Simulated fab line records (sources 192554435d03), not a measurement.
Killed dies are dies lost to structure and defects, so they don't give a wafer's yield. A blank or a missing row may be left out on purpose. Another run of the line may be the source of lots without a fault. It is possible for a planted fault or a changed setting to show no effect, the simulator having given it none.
Chamber matching || flow n5 finfet || N5_HKMG_FIN_ALD_91 on ald metal-04: 4 sister chambers
The step deposits TiN, target thk 1 nm, pulse time 1 s, purge time 3 s. 4 wafers are shown with their chamber, then 12 later ones without.

## WAFERS WITH THEIR CHAMBER
{"wafer": "L086.2", "chamber": 2, "heater power w (W)": 876}
{"wafer": "L092.2", "chamber": 0, "heater power w (W)": 886}
{"wafer": "L092.3", "chamber": 1, "heater power w (W)": 1002}
{"wafer": "L092.5", "chamber": 3, "heater power w (W)": 803}

## WAFERS WITHOUT THEIR CHAMBER
{"wafer": "L093.2", "heater power w (W)": 905}
{"wafer": "L093.4", "heater power w (W)": 962}
{"wafer": "L093.6", "heater power w (W)": 908}
{"wafer": "L096.1", "heater power w (W)": 778}
{"wafer": "L096.3", "heater power w (W)": 883}
{"wafer": "L096.4", "heater power w (W)": 893}
{"wafer": "L097.1", "heater power w (W)": 774}
{"wafer": "L097.2", "heater power w (W)": 880}
{"wafer": "L097.3", "heater power w (W)": 909}
{"wafer": "L097.4", "heater power w (W)": 962}
{"wafer": "L097.5", "heater power w (W)": 889}
{"wafer": "L097.6", "heater power w (W)": 961}

## THE CHAMBER EACH PASSED THROUGH
{"wafer": "L093.2", "from the rows above": "can't be placed: 0 or 2", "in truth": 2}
{"wafer": "L093.4", "from the rows above": "can't be placed: 1 or 0 or 2", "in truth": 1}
{"wafer": "L093.6", "from the rows above": "can't be placed: 0 or 2", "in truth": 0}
{"wafer": "L096.1", "from the rows above": 3, "in truth": 3}
{"wafer": "L096.3", "from the rows above": "can't be placed: 0 or 2", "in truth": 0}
{"wafer": "L096.4", "from the rows above": "can't be placed: 0 or 2", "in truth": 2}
{"wafer": "L097.1", "from the rows above": 3, "in truth": 3}
{"wafer": "L097.2", "from the rows above": "can't be placed: 2 or 0", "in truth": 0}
{"wafer": "L097.3", "from the rows above": "can't be placed: 0 or 2", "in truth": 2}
{"wafer": "L097.4", "from the rows above": "can't be placed: 1 or 0 or 2", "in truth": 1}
{"wafer": "L097.5", "from the rows above": "can't be placed: 0 or 2", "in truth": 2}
{"wafer": "L097.6", "from the rows above": "can't be placed: 1 or 0 or 2", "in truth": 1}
Correctly placed: 2 of 12. Not placeable from these rows: 10 (in 10, the candidates include the true chamber). 0 placed wrongly.
How it was worked out, from the rows above alone: a wafer's distance from a chamber is the root of the sum, over the readings, of the square of ((its reading less the chamber's mean) divided by the reading's scatter). The wafer belongs to the nearest chamber; if the next one is less than 2 further off, it can't be placed. For every chamber, the mean is computed from those of its wafers that are shown. The scatter: root of mean squared gap, hidden wafer to nearest shown wafer, with one shown wafer a chamber.
